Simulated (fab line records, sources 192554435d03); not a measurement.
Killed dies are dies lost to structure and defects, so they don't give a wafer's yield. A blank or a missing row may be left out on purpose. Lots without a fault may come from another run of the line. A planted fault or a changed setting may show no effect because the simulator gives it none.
Split-lot experiment | flow n5_finfet | 7 lots, 21 wafers read, on a route of 1938 steps

THE SPLIT
At N5_BEOL_M7_COAT_05 (resist thk 90 nm), the setting spin_rpm was moved away from the recipe's 1500 rpm on 4 of the 21 wafers read, by -10.2% to +8.8%. The other wafers ran this setting at the recipe's value.

FROM THE SPLIT TO THE READING: what the file shows between them, 2 steps
- N5_BEOL_M7_EXPOSE_08: exposes mask M7 (also split here: dose_mj)
- N5_BEOL_M7_PEB_09: peb time 60 s

THE READING
CAR-ArF_of_BEOL_M7_COAT_05.thk_nm (the simulator's own value, which no gauge read), in nm, at N5_BEOL_M7_DEVELOP_10 (develop time 30 s). The file gives no usual value for it. The 17 wafers here that ran the recipe average 88.4 nm, standard deviation 0.21 nm.

wafer  | tool, chamber at the split | spin_rpm as run, rpm | against the recipe | CAR-ArF_of_BEOL_M7_COAT_05.thk_nm, nm | against lot-mates on the recipe
L075.1 | litho_track-02, 0          | 1500                 | recipe             | 88.4                                  | -
L075.3 | litho_track-02, 0          | 1500                 | recipe             | 88.4                                  | -
L075.4 | litho_track-02, 0          | 1500                 | recipe             | 88.2                                  | -
L078.1 | litho_track-05, 0          | 1500                 | recipe             | 88.4                                  | -
L078.2 | litho_track-05, 0          | 1500                 | recipe             | 88.4                                  | -
L078.6 | litho_track-05, 0          | 1632                 | +8.8%              | 84.8                                  | -3.6
L085.1 | litho_track-05, 0          | 1500                 | recipe             | 88.6                                  | -
L085.6 | litho_track-05, 0          | 1500                 | recipe             | 88.6                                  | -
L085.5 | litho_track-05, 0          | 1500                 | recipe             | 88.2                                  | -
L087.3 | litho_track-02, 0          | 1500                 | recipe             | 88.6                                  | -
L087.4 | litho_track-02, 0          | 1500                 | recipe             | 88.6                                  | -
L087.6 | litho_track-02, 0          | 1500                 | recipe             | 88.6                                  | -
L093.3 | litho_track-04, 0          | 1554                 | +3.6%              | 86.6                                  | -1.6
L093.4 | litho_track-04, 0          | 1554                 | +3.6%              | 86.8                                  | -1.4
L093.6 | litho_track-04, 0          | 1500                 | recipe             | 88.2                                  | -
L097.3 | litho_track-04, 0          | 1500                 | recipe             | 88.4                                  | -
L097.5 | litho_track-04, 0          | 1500                 | recipe             | 87.8                                  | -
L097.6 | litho_track-04, 0          | 1500                 | recipe             | 88.2                                  | -
L092.1 | litho_track-04, 0          | 1500                 | recipe             | 88.6                                  | -
L092.3 | litho_track-04, 0          | 1347                 | -10.2%             | 93.4                                  | +4.9
L092.6 | litho_track-04, 0          | 1500                 | recipe             | 88.4                                  | -

THE FIT
A straight line over all 21 wafers: CAR-ArF_of_BEOL_M7_COAT_05.thk_nm changes by -0.458 nm for each +1% of spin_rpm; r = -0.99; the points scatter about the line by 0.24 nm.
The same after taking each lot's own level away (the mean of its wafers on the recipe; 21 wafers): -0.447 nm for each +1%; r = -0.99; scatter 0.17 nm.
On that fit, the largest move of spin_rpm shifts the reading by 4.6 nm.
The lots' own levels span 88.13 to 88.60 nm, that is 2.2 times the standard deviation above.
So the lot-to-lot level changes the slope little: the two slopes agree.
Check: with one of the wafers moved furthest among these (-10.2%) left out of the fit, the line predicts +4.19 nm for it against its lot-mates. It came out at +4.9 nm against them.

OTHER SPLITS ON THESE WAFERS
These wafers also went through other splits before the reading. Each is held against what the fit with the lots' levels taken away leaves over:
other split on the same wafers | wafers away from the commonest value | r with CAR-ArF_of_BEOL_M7_COAT_05.thk_nm (lot level and that fit taken away)
N5_BEOL_M6_ETCH_61 bias_w      | 7                                    | +0.06
N5_BEOL_M7_EXPOSE_08 dose_mj   | 7                                    | +0.20

THE WHOLE CHAIN: every reading that the file lists as answering this split, in the file's order
step                  | what it does      | reading                                                                            | change (the file's fit)               | r (the file's)
N5_BEOL_M7_COAT_05    | resist thk 90 nm  | CAR-ArF_of_BEOL_M7_COAT_05.thk_nm (the simulator's own value, which no gauge read) | -0.44 nm for each +1% of the setting  | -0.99
N5_BEOL_M7_DEVELOP_10 | develop time 30 s | CAR-ArF_of_BEOL_M7_COAT_05.thk_nm (the simulator's own value, which no gauge read) | -0.448 nm for each +1% of the setting | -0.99

THE FILE'S OWN FIT
CAR-ArF_of_BEOL_M7_COAT_05.thk_nm changes by -0.448 nm for each +1% of spin_rpm, r = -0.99.
